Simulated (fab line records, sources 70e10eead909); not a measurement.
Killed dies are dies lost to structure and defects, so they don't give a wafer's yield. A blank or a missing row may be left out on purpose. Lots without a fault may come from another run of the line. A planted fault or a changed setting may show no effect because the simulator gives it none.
Chamber matching | flow nand_harc | NHARC_P_GATE_DESCUM_31 on rie_diel-01: 4 sister chambers
The step chemistry O2, time 3 s. 8 wafers are shown with their chamber, then 9 later ones without.

WAFERS WITH THEIR CHAMBER
wafer  | chamber | showerhead_plenum_p_Torr (Torr) | drypump_motor_current_A (A)
L083.3 | 0       | 1.96                            | 6.4
L087.4 | 3       | 1.93                            | 5.7
L092.3 | 1       | 1.84                            | 6.1
L092.4 | 2       | 1.90                            | 4.9
L092.5 | 1       | 1.84                            | 6.2
L092.1 | 0       | 1.95                            | 6.4
L092.2 | 3       | 1.93                            | 5.7
L092.6 | 2       | 1.90                            | 4.9

WAFERS WITHOUT THEIR CHAMBER
wafer  | showerhead_plenum_p_Torr (Torr) | drypump_motor_current_A (A)
L094.1 | 1.93                            | 5.8
L094.3 | 1.95                            | 6.4
L094.6 | 1.89                            | 4.9
L097.1 | 1.84                            | 6.2
L097.3 | 1.93                            | 5.8
L097.5 | 1.93                            | 5.7
L097.2 | 1.95                            | 6.4
L097.4 | 1.89                            | 4.9
L097.6 | 1.95                            | 6.4

WHICH CHAMBER EACH WENT THROUGH
wafer  | from the rows above | in truth
L094.1 | 3                   | 3
L094.3 | 0                   | 0
L094.6 | 2                   | 2
L097.1 | 1                   | 1
L097.3 | 3                   | 3
L097.5 | 3                   | 3
L097.2 | 0                   | 0
L097.4 | 2                   | 2
L097.6 | 0                   | 0
Placed correctly: 9 of 9. Can't be placed from these rows: 0. Placed wrongly: 0.
How it was worked out, from the rows above alone: a wafer's distance from a chamber is the root of the sum, over the readings, of the square of ((its reading less the chamber's mean) divided by the reading's scatter). The wafer belongs to the nearest chamber; if the next one is less than 2 further off, it can't be placed. A chamber's mean is the mean of its shown wafers. The scatter: the root of (the sum of the squares of (reading less its chamber's mean) over the shown wafers, divided by (wafers less chambers)).
